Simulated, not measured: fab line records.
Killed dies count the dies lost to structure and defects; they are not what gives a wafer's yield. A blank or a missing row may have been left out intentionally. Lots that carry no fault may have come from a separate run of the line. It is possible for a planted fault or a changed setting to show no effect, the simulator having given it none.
fab line records | flow n5_finfet | part 1 of 2: steps 1 to 4 of 6
record: lots: 21 | wafers: 63 | last_day: 18
route steps=1938 shown HKMG_FIN@457 GATE_CUT@469 MOL_CONTACT_COAG@531
lots that met no fault: taken from a fault-free run of the same line
start_h: start of the lot's first displayed wafer, in hours after the record's first day | wait_h: time in hours since the lot's previous step | " unchanged from the row above | L1.1+2: one row covering several wafers at once | - either no value or no given start | * or withheld: withheld | < > ~ a bound
route shown NAME@n: a module of which the file shows steps, and the number in the route of the first | usual: the fault-free wafers' mean and standard deviation | same: alike in all rows | chamber/n: place in a boat | sites: the reading at each site | _std_site: the standard deviation of these | _edge_site: the outer-site mean with the inner-site mean subtracted | radius_mm: how far each site lies from the wafer's centre | mask NAME#n: copy n | behind: tool/chamber where the wafer was last shaped | hold: the reason the lot was held/the length of the hold in hours/how it ended | device: whichever transistor did not switch (one of n, p or np) | end of line: tests run on the same wafers once the route is complete | step lacking rows: just its recipe | killed: dies lost to structure and defects at the first sort, not the wafer's yield | map: a wafer's dies, marking killed ones x, the rest . and places with no die _
set.NAME: setting as actually run; set.NAME@STEP: the setting as run at that earlier step | model.NAME: the simulator's own value behind a step, which no gauge read
route steps across a sampled set of lots; one table per step, one row per wafer
services: the hour from which a tool's chamber was out of use, counted from the record's first day as start_h (under 0 if before that day), plus the number of hours and why
== steps ==
step: N5_HKMG_FIN_ALD_72
recipe: material: W | target_thk_a: 20 | temp_c: 300 | pressure_torr: 7.5 | ald_precursor_family: WF6 | ald_co_reactant: B2H6 | pulse_time_s: 1 | purge_time_s: 2 | co_reactant_purge_time_s: 2 | co_reactant_pulse_time_s: 3 | ald_cycles: 7
usual: heater_power_w: 481/44 | precursor_pulse_height_rel: 1.001/0.023
lot.wafer | tool     | chamber | start_h | wait_h | heater_power_w | precursor_pulse_height_rel
L074.1    | cvd_w-01 | 0       | 78.59   | 0.2    | 466            | 1.017
L074.2    | "        | 1       | "       | "      | 567            | 0.986
L074.3    | "        | 0       | "       | "      | 496            | 1.009
L075.1    | cvd_w-01 | 1       | 88.73   | 0.2    | 569            | 0.992
L075.4    | "        | 1       | "       | "      | 557            | 0.979
L075.6    | "        | 0       | "       | "      | 487            | 1.021
L076.3    | cvd_w-01 | 0       | 89.58   | 0.2    | 482            | 0.977
L076.4    | "        | 1       | "       | "      | 557            | 0.969
L076.5    | "        | 0       | "       | "      | 489            | 1.002
L077.4    | cvd_w-02 | 1       | 99.46   | 0.2    | 463            | 0.978
L077.5    | "        | 0       | "       | "      | 436            | 0.996
L077.6    | "        | 1       | "       | "      | 477            | 0.939
L078.2    | cvd_w-02 | 0       | 105.48  | 0.2    | 439            | 0.985
L078.4    | "        | 0       | "       | "      | 428            | 1.035
L078.5    | "        | 0       | "       | "      | 441            | 1.033
L079.1    | cvd_w-01 | 1       | 109.46  | 0.2    | 558            | 1.015
L079.2    | "        | 0       | "       | "      | 488            | 1.008
L079.3    | "        | 1       | "       | "      | 564            | 0.961
L080.2    | cvd_w-02 | 0       | 118.77  | 0.2    | 440            | 1.011
L080.4    | "        | 1       | "       | "      | 459            | 1.006
L080.5    | "        | 0       | "       | "      | 448            | 1.000
L081.2    | cvd_w-02 | 0       | 120.94  | 0.2    | 436            | 1.008
L081.3    | "        | 0       | "       | "      | 434            | 0.978
L081.5    | "        | 1       | "       | "      | 471            | 1.008
L082.1    | cvd_w-01 | 0       | 130.06  | 0.2    | 477            | 1.006
L082.4    | "        | 1       | "       | "      | 557            | 0.962
L082.6    | "        | 0       | "       | "      | 467            | 1.013
L083.1    | cvd_w-02 | 1       | 134.21  | 0.2    | 467            | 1.001
L083.3    | "        | 1       | "       | "      | 452            | 0.996
L083.4    | "        | 0       | "       | "      | 437            | 0.997
L085.1    | cvd_w-01 | 0       | 146.44  | 0.2    | 491            | 0.988
L085.2    | "        | 1       | "       | "      | 558            | 1.006
L085.3    | "        | 0       | "       | "      | 484            | 1.011
L086.3    | cvd_w-02 | 0       | 152.95  | 0.2    | 442            | 1.038
L086.4    | "        | 1       | "       | "      | 473            | 1.009
L086.6    | "        | 1       | "       | "      | 476            | 0.984
L087.2    | cvd_w-02 | 1       | 159.77  | 0.2    | 471            | 1.035
L087.3    | "        | 1       | "       | "      | 462            | 1.010
L087.4    | "        | 0       | "       | "      | 437            | 1.009
L089.2    | cvd_w-02 | 0       | 170.91  | 0.2    | 439            | 1.001
L089.4    | "        | 1       | "       | "      | 469            | 1.024
L089.5    | "        | 0       | "       | "      | 430            | 1.027
L090.1    | cvd_w-02 | 1       | 179.46  | 0.2    | 455            | 1.029
L090.2    | "        | 0       | "       | "      | 446            | 1.001
L090.3    | "        | 0       | "       | "      | 439            | 1.013
L091.1    | cvd_w-02 | 1       | 186.64  | 0.2    | 464            | 0.990
L091.5    | "        | 1       | "       | "      | 470            | 1.015
L091.6    | "        | 0       | "       | "      | 437            | 0.979
L092.1    | cvd_w-02 | 0       | 187.41  | 0.2    | 441            | 0.966
L092.3    | "        | 1       | "       | "      | 466            | 0.989
L092.4    | "        | 0       | "       | "      | 444            | 1.010
L093.2    | cvd_w-01 | 0       | 197.48  | 0.2    | 490            | 1.035
L093.4    | "        | 1       | "       | "      | 584            | 0.983
L093.6    | "        | 0       | "       | "      | 482            | 0.993
L094.2    | cvd_w-02 | 1       | 199.20  | 0.2    | 473            | 1.032
L094.3    | "        | 0       | "       | "      | 454            | 1.020
L094.5    | "        | 0       | "       | "      | 449            | 1.044
L096.1    | cvd_w-01 | 0       | 219.25  | 0.2    | 495            | 0.991
L096.4    | "        | 1       | "       | "      | 570            | 0.980
L096.6    | "        | 0       | "       | "      | 486            | 1.005
L097.2    | cvd_w-02 | 1       | 224.03  | 0.2    | 458            | 0.941
L097.5    | "        | 0       | "       | "      | 444            | 0.973
L097.6    | "        | 1       | "       | "      | 465            | 1.006
step: N5_GATE_CUT_ETCH_58
recipe: chemistry: CH3F/O2 | target: SiNx | target_depth_a: 170 | time_s: 128.6 | ion_energy_ev: 50 | pressure_mtorr: 30 | source_w: 415 | bias_w: 21 | Ar_flow_sccm: 150 | CH3F_flow_sccm: 30 | O2_flow_sccm: 20
usual: drypump_motor_current_A: 5.8/0.33 | mfc_ar_sccm: 150.1/0.41 | oes_product_au: 0.77/0.078 | rf_vpp_V: 99.1/0.99 | showerhead_plenum_p_Torr: 1.97/0.078 | throttle_valve_pct: 16.33/0.21
lot.wafer | tool        | chamber | start_h | wait_h | drypump_motor_current_A | mfc_ar_sccm | oes_product_au | rf_hours_counter_h | rf_vpp_V | showerhead_plenum_p_Torr | throttle_valve_pct
L074.1    | rie_diel-04 | 0       | 80.07   | 0.1    | 5.4                     | 150.1       | 0.78           | 132                | 98.3     | 1.92                     | 16.06
L074.2    | "           | 3       | "       | "      | 5.7                     | 150.4       | 0.81           | 86                 | 98.6     | 1.87                     | 16.03
L074.3    | "           | 2       | "       | "      | 6.0                     | 149.9       | 0.71           | 216                | 99.4     | 2.09                     | 16.74
L075.1    | rie_diel-04 | 3       | 89.94   | 0.0    | 5.6                     | 149.4       | 0.81           | 89                 | 98.2     | 1.87                     | 16.04
L075.4    | "           | 1       | "       | "      | 6.1                     | 150.4       | 0.75           | 137                | 98.9     | 2.09                     | 16.16
L075.6    | "           | 3       | "       | "      | 5.6                     | 149.9       | 0.81           | -                  | 98.7     | 1.87                     | 16.04
L076.3    | rie_diel-03 | 1       | 90.77   | 0.0    | 5.6                     | 150.5       | 0.76           | 163                | 99.4     | 1.91                     | 16.53
L076.4    | "           | 3       | "       | "      | 5.5                     | 150.1       | 0.70           | 213                | 98.1     | 1.91                     | 16.27
L076.5    | "           | 0       | "       | "      | 5.8                     | 150.1       | 0.96           | -                  | 99.1     | 2.04                     | 16.29
L077.4    | rie_diel-03 | 0       | 100.88  | 0.3    | 5.8                     | 150.3       | 0.93           | 11                 | 97.9     | 2.04                     | 16.28
L077.5    | "           | 1       | "       | "      | 5.6                     | 150.0       | 0.75           | -                  | 98.6     | 1.91                     | 16.55
L077.6    | "           | 0       | "       | "      | 5.9                     | 150.0       | 0.94           | -                  | 98.6     | 2.04                     | 16.27
L078.2    | rie_diel-03 | 0       | 106.69  | 0.0    | 5.8                     | 149.6       | 0.95           | 12                 | 101.1    | 2.04                     | 16.28
L078.4    | "           | 3       | "       | "      | 5.5                     | 149.9       | 0.71           | 215                | 98.8     | 1.91                     | 16.28
L078.5    | "           | 0       | "       | "      | 5.9                     | 150.2       | 0.95           | -                  | 99.8     | 2.04                     | 16.30
L079.1    | rie_diel-04 | 0       | 110.91  | 0.3    | 5.4                     | 150.2       | 0.77           | 142                | 99.3     | 1.92                     | 16.08
L079.2    | "           | 1       | "       | "      | 6.1                     | 150.1       | 0.74           | 144                | 100.3    | 2.09                     | 16.18
L079.3    | "           | 3       | "       | "      | 5.6                     | 150.1       | 0.81           | 96                 | 99.3     | 1.87                     | 16.07
L080.2    | rie_diel-04 | 2       | 120.06  | 0.1    | 6.1                     | 149.9       | 0.71           | 229                | 99.6     | 2.09                     | 16.78
L080.4    | "           | 0       | "       | "      | 5.4                     | 150.2       | 0.76           | -                  | 98.1     | 1.91                     | 16.06
L080.5    | "           | 2       | "       | "      | 6.0                     | 150.7       | 0.71           | -                  | 99.1     | 2.09                     | 16.78
L081.2    | rie_diel-04 | 1       | 122.22  | 0.1    | 6.2                     | 150.4       | 0.74           | 148                | 99.8     | 2.09                     | 16.19
L081.3    | "           | 2       | "       | "      | 6.1                     | 150.7       | 0.72           | 230                | 99.0     | 2.09                     | 16.77
L081.5    | "           | 2       | "       | "      | 6.0                     | 150.6       | 0.71           | -                  | 99.8     | 2.09                     | 16.78
L082.1    | rie_diel-03 | 3       | 131.27  | 0.0    | 5.5                     | 150.0       | 0.69           | 222                | 98.7     | 1.91                     | 16.29
L082.4    | "           | 1       | "       | "      | 5.6                     | 150.0       | 0.74           | 176                | 98.3     | 1.91                     | 16.55
L082.6    | "           | 1       | "       | "      | 5.6                     | 150.3       | 0.75           | -                  | 97.8     | 1.91                     | 16.54
L083.1    | rie_diel-04 | 0       | 135.47  | 0.1    | 5.4                     | 150.4       | 0.75           | 152                | 98.7     | 1.91                     | 16.09
L083.3    | "           | 1       | "       | "      | 6.2                     | 149.2       | 0.73           | 154                | 100.6    | 2.09                     | 16.19
L083.4    | "           | 2       | "       | "      | 6.1                     | 149.6       | 0.70           | 235                | 98.7     | 2.08                     | 16.79
L085.1    | rie_diel-03 | 0       | 147.84  | 0.0    | 5.8                     | 149.5       | 0.89           | 24                 | 99.8     | 2.03                     | 16.31
L085.2    | "           | 3       | "       | "      | 5.5                     | 149.8       | 0.69           | 227                | 100.1    | 1.91                     | 16.30
L085.3    | "           | 1       | "       | "      | 5.6                     | 149.6       | 0.74           | 181                | 98.9     | 1.91                     | 16.58
L086.3    | rie_diel-03 | 1       | 154.39  | 0.3    | 5.6                     | 150.1       | 0.75           | 183                | 99.6     | 1.91                     | 16.57
L086.4    | "           | 2       | "       | "      | 6.6                     | 150.1       | 0.69           | 244                | 98.7     | 1.98                     | 16.29
L086.6    | "           | 0       | "       | "      | 5.8                     | 149.6       | 0.91           | -                  | 100.1    | 2.03                     | 16.32
L087.2    | rie_diel-06 | 1       | 160.97  | 0.0    | 6.2                     | 149.7       | 0.91           | 21                 | 98.9     | 1.97                     | 16.35
L087.3    | "           | 0       | "       | "      | 5.5                     | 151.3       | 0.70           | 224                | 99.7     | 1.90                     | 16.48
L087.4    | "           | 2       | "       | "      | 5.9                     | 150.0       | 0.67           | 239                | 100.4    | 2.04                     | 16.37
L089.2    | rie_diel-04 | 1       | 172.12  | 0.0    | 6.2                     | 150.5       | 0.73           | 164                | 99.3     | 2.08                     | 16.21
L089.4    | "           | 2       | "       | "      | 6.1                     | 149.7       | 0.69           | 245                | 99.7     | 2.08                     | 16.79
L089.5    | "           | 0       | "       | "      | 5.4                     | 150.5       | 0.76           | -                  | 98.4     | 1.91                     | 16.12
L090.1    | rie_diel-04 | 2       | 180.69  | 0.1    | 6.1                     | 150.3       | 0.70           | 247                | 98.2     | 2.08                     | 16.80
L090.2    | "           | 0       | "       | "      | 5.4                     | 150.2       | 0.76           | 166                | 98.7     | 1.91                     | 16.10
L090.3    | "           | 3       | "       | "      | 5.7                     | 150.3       | 0.79           | 114                | 99.1     | 1.86                     | 16.09
L091.1    | rie_diel-03 | 1       | 188.29  | 0.1    | 5.6                     | 150.0       | 0.73           | 192                | 99.1     | 1.90                     | 16.60
L091.5    | "           | 0       | "       | "      | 5.9                     | 150.4       | 0.87           | -                  | 99.6     | 2.03                     | 16.33
L091.6    | "           | 1       | "       | "      | 5.6                     | 150.2       | 0.73           | -                  | 98.7     | 1.90                     | 16.61
L092.1    | rie_diel-03 | 1       | 188.73  | 0.2    | 5.6                     | 151.1       | 0.74           | 193                | 98.3     | 1.90                     | 16.59
L092.3    | "           | 0       | "       | "      | 5.9                     | 149.6       | 0.88           | 36                 | 98.6     | 2.03                     | 16.35
L092.4    | "           | 3       | "       | "      | 5.5                     | 149.7       | 0.69           | -                  | 99.0     | 1.90                     | 16.32
L093.2    | rie_diel-03 | 3       | 198.78  | 0.1    | 5.5                     | 149.5       | 0.68           | 243                | 96.7     | 1.90                     | 16.34
L093.4    | "           | 1       | "       | "      | 5.6                     | 150.0       | 0.74           | -                  | 98.7     | 1.90                     | 16.60
L093.6    | "           | 0       | "       | "      | 5.8                     | 149.5       | 0.87           | -                  | 100.0    | 2.03                     | 16.34
L094.2    | rie_diel-04 | 3       | 200.90  | 0.0    | 5.6                     | 150.3       | 0.78           | 121                | 97.9     | 1.86                     | 16.09
L094.3    | "           | 0       | "       | "      | 5.4                     | 149.9       | 0.75           | 173                | 98.8     | 1.90                     | 16.12
L094.5    | "           | 3       | "       | "      | 5.6                     | 149.7       | 0.78           | -                  | 99.3     | 1.86                     | 16.09
L096.1    | rie_diel-04 | 3       | 220.62  | 0.2    | 5.6                     | 150.2       | 0.78           | 129                | 100.4    | 1.86                     | 16.11
L096.4    | "           | 0       | "       | "      | 5.4                     | 149.4       | 0.74           | 178                | 98.7     | 1.90                     | 16.11
L096.6    | "           | 0       | "       | "      | 5.4                     | 149.9       | 0.74           | -                  | 98.1     | 1.90                     | 16.13
L097.2    | rie_diel-03 | 2       | 225.33  | 0.1    | 6.6                     | 149.8       | 0.96           | 7                  | 99.1     | 1.97                     | 15.86
L097.5    | "           | 2       | "       | "      | 6.5                     | 149.7       | 0.96           | -                  | 99.9     | 1.97                     | 15.83
L097.6    | "           | 0       | "       | "      | 5.8                     | 149.9       | 0.85           | -                  | 98.5     | 2.02                     | 16.37
step: N5_GATE_CUT_CMP_02
recipe: stop_on: SiO2 | t_overpolish_s: 12.7 | post_cmp_clean: alkaline_brush | down_force_psi: 2.5 | platen_rpm: 51.8 | pad_velocity_m_s: 1.0307 | target_thk_nm: 0
usual: edge_zone_pressure_frac: 0.999/0.005 | motor_current_A: 8.9/1 | overpolish_run_s: 12.701/0.0088 | retaining_ring_pressure_frac: 1.000/0.0045 | time_to_endpoint_s: 25.2/2.6
lot.wafer | tool   | chamber | start_h | wait_h | edge_zone_pressure_frac | motor_current_A | overpolish_run_s | retaining_ring_pressure_frac | time_to_endpoint_s
L074.1    | cmp-01 | 0       | 82.65   | 0.1    | 0.998                   | 7.9             | 12.709           | 1.002                        | 31.7
L074.3    | "      | 1       | "       | "      | 1.001                   | 7.4             | 12.713           | 1.000                        | 24.8
L074.2    | "      | 3       | "       | "      | 0.995                   | 10.7            | 12.697           | 1.012                        | 30.3
L075.1    | cmp-01 | 1       | 93.12   | 0.1    | 0.995                   | 7.4             | 12.697           | 0.997                        | 23.2
L075.4    | "      | 0       | "       | "      | 1.002                   | 8.3             | 12.698           | 1.000                        | 29.7
L075.6    | "      | 2       | "       | "      | 0.999                   | 9.7             | 12.708           | 1.002                        | 26.2
L076.3    | cmp-04 | 1       | 94.07   | 0.1    | 1.007                   | 10.1            | 12.704           | 0.996                        | 26.5
L076.4    | "      | 2       | "       | "      | 1.004                   | 8.2             | 12.683           | 1.003                        | 30.3
L076.5    | "      | 3       | "       | "      | 1.002                   | 9.3             | 12.698           | 0.999                        | 28.0
L077.4    | cmp-01 | 3       | 103.80  | 0.3    | 1.000                   | 10.1            | 12.710           | 0.992                        | 29.5
L077.5    | "      | 1       | "       | "      | 1.002                   | 7.4             | 12.707           | 0.998                        | 25.2
L077.6    | "      | 2       | "       | "      | 1.002                   | 9.6             | 12.693           | 1.005                        | 25.8
L078.2    | cmp-04 | 0       | 111.00  | 0.1    | 1.002                   | 8.0             | 12.713           | 0.999                        | 22.4
L078.4    | "      | 1       | "       | "      | 1.001                   | 9.9             | 12.696           | 1.009                        | 26.9
L078.5    | "      | 1       | "       | "      | 1.002                   | 10.0            | 12.710           | 1.006                        | 24.4
L079.3    | cmp-02 | 2       | 113.70  | 0.1    | 1.007                   | 8.6             | 12.687           | 0.984                        | 25.9
L079.1    | "      | 3       | "       | "      | 1.002                   | 8.3             | 12.704           | 1.011                        | 20.0
L079.2    | "      | 0       | "       | "      | 0.994                   | 9.6             | 12.710           | 1.001                        | 23.2
L080.4    | cmp-02 | 0       | 122.65  | 0.0    | 0.994                   | 9.9             | 12.708           | 0.998                        | 22.3
L080.2    | "      | 1       | "       | "      | 0.999                   | 10.2            | 12.698           | 1.001                        | 23.7
L080.5    | "      | 0       | "       | "      | 0.998                   | 10.3            | 12.694           | 1.003                        | 23.0
L081.3    | cmp-01 | 1       | 124.85  | 0.1    | 0.998                   | 7.5             | 12.704           | 1.011                        | 22.8
L081.2    | "      | 3       | "       | "      | 1.009                   | 10.5            | 12.696           | 0.999                        | 24.6
L081.5    | "      | 1       | "       | "      | 1.008                   | 7.5             | 12.712           | 1.008                        | 21.3
L082.4    | cmp-01 | 2       | 133.90  | 0.1    | 1.000                   | 10.1            | 12.730           | 0.997                        | 22.8
L082.1    | "      | 3       | "       | "      | 1.000                   | 10.5            | 12.699           | 1.002                        | 26.2
L082.6    | "      | 2       | "       | "      | 1.000                   | 9.8             | 12.696           | 0.996                        | 21.8
L083.3    | cmp-01 | 2       | 138.11  | 0.1    | 0.997                   | 9.7             | 12.684           | 1.005                        | 24.8
L083.4    | "      | 3       | "       | "      | 1.004                   | 10.2            | 12.685           | 1.000                        | 28.8
L083.1    | "      | 0       | "       | "      | 0.998                   | 8.0             | 12.710           | 1.000                        | 30.5
L085.3    | cmp-02 | 1       | 150.43  | 0.1    | 0.994                   | 10.1            | 12.695           | 0.997                        | 23.5
L085.1    | "      | 3       | "       | "      | 0.996                   | 8.7             | 12.686           | 1.001                        | 23.6
L085.2    | "      | 0       | "       | "      | 1.006                   | 10.2            | 12.694           | 1.005                        | 25.4
L086.4    | cmp-04 | 1       | 157.01  | 0.1    | 1.003                   | 9.8             | 12.693           | 0.996                        | 22.4
L086.3    | "      | 2       | "       | "      | 0.989                   | 7.7             | 12.712           | 1.001                        | 22.0
L086.6    | "      | 0       | "       | "      | 1.001                   | 8.1             | 12.706           | 0.988                        | 21.9
L087.4    | cmp-04 | 2       | 163.60  | 0.1    | 0.992                   | 7.9             | 12.698           | 0.997                        | 26.3
L087.3    | "      | 3       | "       | "      | 0.999                   | 9.6             | 12.690           | 1.003                        | 25.4
L087.2    | "      | 0       | "       | "      | 0.993                   | 8.9             | 12.702           | 0.993                        | 23.5
L089.2    | cmp-01 | 0       | 175.02  | 0.1    | 0.999                   | 7.8             | 12.697           | 1.001                        | 24.5
L089.4    | "      | 2       | "       | "      | 1.003                   | 9.2             | 12.699           | 0.997                        | 22.9
L089.5    | "      | 3       | "       | "      | 1.002                   | 10.9            | 12.708           | 1.004                        | 26.7
L090.2    | cmp-01 | 1       | 183.30  | 0.1    | 0.995                   | 7.2             | 12.715           | 1.004                        | 26.0
L090.1    | "      | 2       | "       | "      | 0.997                   | 9.9             | 12.694           | 0.992                        | 22.5
L090.3    | "      | 3       | "       | "      | 0.989                   | 9.9             | 12.695           | 0.998                        | 27.6
L091.1    | cmp-01 | 2       | 192.21  | 0.1    | 0.999                   | 9.6             | 12.704           | 1.001                        | 24.2
L091.6    | "      | 1       | "       | "      | 0.994                   | 7.4             | 12.697           | 0.997                        | 26.6
L091.5    | "      | 2       | "       | "      | 1.000                   | 9.4             | 12.707           | 1.004                        | 25.3
L092.1    | cmp-04 | 3       | 192.47  | 0.1    | 0.997                   | 8.8             | 12.700           | 0.999                        | 25.2
L092.3    | "      | 1       | "       | "      | 1.008                   | 10.0            | 12.711           | 0.995                        | 24.7
L092.4    | "      | 2       | "       | "      | 1.000                   | 8.0             | 12.689           | 0.994                        | 27.3
L093.2    | cmp-01 | 1       | 201.38  | 0.1    | 0.984                   | 7.3             | 12.706           | 1.003                        | 26.3
L093.4    | "      | 0       | "       | "      | 0.998                   | 8.4             | 12.681           | 1.002                        | 29.2
L093.6    | "      | 1       | "       | "      | 0.995                   | 7.6             | 12.705           | 0.995                        | 25.1
L094.2    | cmp-02 | 1       | 203.55  | 0.1    | 0.996                   | 10.0            | 12.699           | 1.008                        | 23.7
L094.3    | "      | 2       | "       | "      | 1.001                   | 8.6             | 12.693           | 0.995                        | 29.2
L094.5    | "      | 0       | "       | "      | 1.005                   | 10.1            | 12.700           | 1.001                        | 24.5
L096.1    | cmp-02 | 1       | 223.58  | 0.1    | 0.995                   | 9.7             | 12.699           | 1.004                        | 26.0
L096.4    | "      | 0       | "       | "      | 0.996                   | 10.5            | 12.685           | 1.004                        | 25.8
L096.6    | "      | 1       | "       | "      | 0.995                   | 9.8             | 12.695           | 1.003                        | 24.2
L097.2    | cmp-04 | 2       | 228.60  | 0.2    | 1.007                   | 7.9             | 12.700           | 1.000                        | 27.7
L097.5    | "      | 3       | "       | "      | 0.998                   | 10.0            | 12.697           | 1.004                        | 25.0
L097.6    | "      | 0       | "       | "      | 0.998                   | 8.4             | 12.700           | 0.999                        | 22.6
step: N5_GATE_CUT_STRIP_42
recipe: chemistry: O2 | power_w: 400 | temp_c: 40 | pressure_mtorr: 30 | rf_frequency_hz: 6e+07 | bias_power_w: 0 | overash_fraction: 0.3 | o2_flow_sccm: 225
usual: drypump_motor_current_A: 5.8/0.32 | oes_product_au: 0.77/0.082 | rf_vpp_V: 3.6/0.46 | showerhead_plenum_p_Torr: 2.05/0.078 | throttle_valve_pct: 16.66/0.18
lot.wafer | tool        | chamber | start_h | wait_h | drypump_motor_current_A | oes_product_au | rf_hours_counter_h | rf_vpp_V | showerhead_plenum_p_Torr | throttle_valve_pct
L074.1    | rie_diel-04 | 0       | 83.95   | 0.0    | 5.4                     | 0.79           | 134                | 3.8      | 1.99                     | 16.29
L074.2    | "           | 3       | "       | "      | 5.6                     | 0.82           | 87                 | 3.5      | 1.96                     | 16.39
L074.3    | "           | 2       | "       | "      | 6.1                     | 0.72           | 217                | 3.1      | 2.15                     | 16.88
L075.1    | rie_diel-03 | 1       | 94.18   | 0.0    | 5.6                     | 0.74           | 165                | 3.6      | 2.01                     | 16.91
L075.4    | "           | 2       | "       | "      | 6.6                     | 0.70           | -                  | 3.8      | 2.09                     | 16.69
L075.6    | "           | 1       | "       | "      | 5.6                     | 0.75           | -                  | 3.7      | 2.01                     | 16.92
L076.3    | rie_diel-06 | 3       | 95.15   | 0.0    | 6.0                     | 0.82           | 100                | 3.8      | 2.04                     | 16.72
L076.4    | "           | 1       | "       | "      | 6.2                     | 0.99           | 1                  | 2.6      | 2.06                     | 16.64
L076.5    | "           | 0       | "       | "      | 5.5                     | 0.69           | -                  | 3.2      | 1.99                     | 16.74
L077.4    | rie_diel-03 | 1       | 104.89  | 0.0    | 5.6                     | 0.75           | 168                | 4.7      | 2.01                     | 16.93
L077.5    | "           | 0       | "       | "      | 5.8                     | 0.93           | -                  | 3.7      | 2.14                     | 16.69
L077.6    | "           | 1       | "       | "      | 5.6                     | 0.74           | -                  | 3.1      | 2.01                     | 16.93
L078.2    | rie_diel-03 | 1       | 112.42  | 0.0    | 5.6                     | 0.74           | 171                | 3.6      | 2.01                     | 16.94
L078.4    | "           | 2       | "       | "      | 6.5                     | 0.69           | 233                | 3.8      | 2.09                     | 16.70
L078.5    | "           | 3       | "       | "      | 5.5                     | 0.71           | -                  | 3.1      | 1.98                     | 16.52
L079.1    | rie_diel-04 | 3       | 114.86  | 0.0    | 5.6                     | 0.81           | 97                 | 3.9      | 1.96                     | 16.42
L079.2    | "           | 0       | "       | "      | 5.4                     | 0.77           | 144                | 3.7      | 1.99                     | 16.31
L079.3    | "           | 1       | "       | "      | 6.1                     | 0.76           | 146                | 4.0      | 2.20                     | 16.55
L080.2    | rie_diel-04 | 2       | 123.83  | 0.0    | 6.1                     | 0.71           | 231                | 4.7      | 2.14                     | 16.89
L080.4    | "           | 1       | "       | "      | 6.2                     | 0.76           | -                  | 3.8      | 2.20                     | 16.58
L080.5    | "           | 0       | "       | "      | 5.4                     | 0.77           | -                  | 4.3      | 1.99                     | 16.32
L081.2    | rie_diel-06 | 0       | 126.01  | 0.0    | 5.5                     | 0.70           | 213                | 3.6      | 1.98                     | 16.75
L081.3    | "           | 1       | "       | "      | 6.2                     | 0.95           | 10                 | 3.3      | 2.06                     | 16.66
L081.5    | "           | 1       | "       | "      | 6.2                     | 0.96           | -                  | 4.0      | 2.06                     | 16.66
L082.1    | rie_diel-03 | 2       | 134.91  | 0.0    | 6.6                     | 0.69           | 238                | 3.6      | 2.09                     | 16.72
L082.4    | "           | 3       | "       | "      | 5.5                     | 0.70           | 222                | 3.0      | 1.98                     | 16.53
L082.6    | "           | 1       | "       | "      | 5.6                     | 0.73           | -                  | 4.1      | 2.01                     | 16.94
L083.1    | rie_diel-06 | 2       | 139.44  | 0.0    | 5.9                     | 0.69           | 232                | 3.1      | 2.13                     | 16.60
L083.3    | "           | 1       | "       | "      | 6.2                     | 0.94           | 15                 | 3.2      | 2.06                     | 16.65
L083.4    | "           | 3       | "       | "      | 6.0                     | 0.79           | 114                | 3.1      | 2.04                     | 16.76
L085.1    | rie_diel-06 | 3       | 151.62  | 0.0    | 6.0                     | 0.78           | 117                | 4.1      | 2.04                     | 16.75
L085.2    | "           | 1       | "       | "      | 6.2                     | 0.92           | 18                 | 3.0      | 2.06                     | 16.68
L085.3    | "           | 2       | "       | "      | 5.9                     | 0.67           | 236                | 3.6      | 2.13                     | 16.61
L086.3    | rie_diel-03 | 2       | 158.01  | 0.0    | 6.5                     | 0.69           | 245                | 3.8      | 2.09                     | 16.72
L086.4    | "           | 3       | "       | "      | 5.5                     | 0.69           | 229                | 3.8      | 1.98                     | 16.53
L086.6    | "           | 1       | "       | "      | 5.6                     | 0.74           | -                  | 3.5      | 2.00                     | 16.94
L087.2    | rie_diel-06 | 0       | 164.90  | 0.0    | 5.4                     | 0.69           | 225                | 3.9      | 1.98                     | 16.78
L087.3    | "           | 2       | "       | "      | 5.9                     | 0.69           | 241                | 3.6      | 2.12                     | 16.64
L087.4    | "           | 1       | "       | "      | 6.2                     | 0.92           | 22                 | 3.4      | 2.06                     | 16.68
L089.2    | rie_diel-03 | 0       | 176.15  | 0.0    | 5.8                     | 0.89           | 31                 | 2.5      | 2.13                     | 16.71
L089.4    | "           | 1       | "       | "      | 5.6                     | 0.74           | -                  | 3.5      | 2.00                     | 16.97
L089.5    | "           | 3       | "       | "      | 5.5                     | 0.70           | -                  | 3.9      | 1.97                     | 16.53
L090.1    | rie_diel-03 | 0       | 184.36  | 0.0    | 5.9                     | 0.88           | 34                 | 4.1      | 2.13                     | 16.72
L090.2    | "           | 1       | "       | "      | 5.6                     | 0.73           | 191                | 3.9      | 2.00                     | 16.96
L090.3    | "           | 3       | "       | "      | 5.5                     | 0.70           | 237                | 4.1      | 1.97                     | 16.55
L091.1    | rie_diel-04 | 0       | 193.43  | 0.0    | 5.4                     | 0.75           | 171                | 3.6      | 1.98                     | 16.34
L091.5    | "           | 3       | "       | "      | 5.7                     | 0.79           | -                  | 3.5      | 1.95                     | 16.45
L091.6    | "           | 0       | "       | "      | 5.4                     | 0.75           | -                  | 3.4      | 1.98                     | 16.36
L092.1    | rie_diel-03 | 1       | 193.78  | 0.0    | 5.6                     | 0.72           | 195                | 2.5      | 2.00                     | 16.97
L092.3    | "           | 3       | "       | "      | 5.5                     | 0.70           | 241                | 3.2      | 1.97                     | 16.56
L092.4    | "           | 0       | "       | "      | 5.8                     | 0.88           | -                  | 3.6      | 2.13                     | 16.73
L093.2    | rie_diel-04 | 0       | 202.58  | 0.0    | 5.4                     | 0.75           | 174                | 4.0      | 1.98                     | 16.37
L093.4    | "           | 0       | "       | "      | 5.4                     | 0.75           | -                  | 3.5      | 1.98                     | 16.37
L093.6    | "           | 3       | "       | "      | 5.6                     | 0.78           | -                  | 3.6      | 1.95                     | 16.45
L094.2    | rie_diel-03 | 3       | 204.94  | 0.0    | 5.5                     | 0.69           | 245                | 3.8      | 1.97                     | 16.56
L094.3    | "           | 1       | "       | "      | 5.6                     | 0.73           | 199                | 3.3      | 2.00                     | 16.96
L094.5    | "           | 1       | "       | "      | 5.6                     | 0.73           | -                  | 3.1      | 2.00                     | 16.99
L096.1    | rie_diel-06 | 1       | 225.10  | 0.0    | 6.2                     | 0.87           | 41                 | 3.5      | 2.05                     | 16.72
L096.4    | "           | 0       | "       | "      | 5.4                     | 0.67           | -                  | 3.7      | 1.97                     | 16.81
L096.6    | "           | 3       | "       | "      | 6.0                     | 0.75           | -                  | 3.4      | 2.03                     | 16.82
L097.2    | rie_diel-06 | 2       | 229.65  | 0.0    | 5.9                     | 0.96           | 1                  | 4.0      | 2.12                     | 16.20
L097.5    | "           | 3       | "       | "      | 6.0                     | 0.76           | -                  | 3.9      | 2.03                     | 16.80
L097.6    | "           | 2       | "       | "      | 5.9                     | 0.96           | -                  | 3.7      | 2.12                     | 16.19
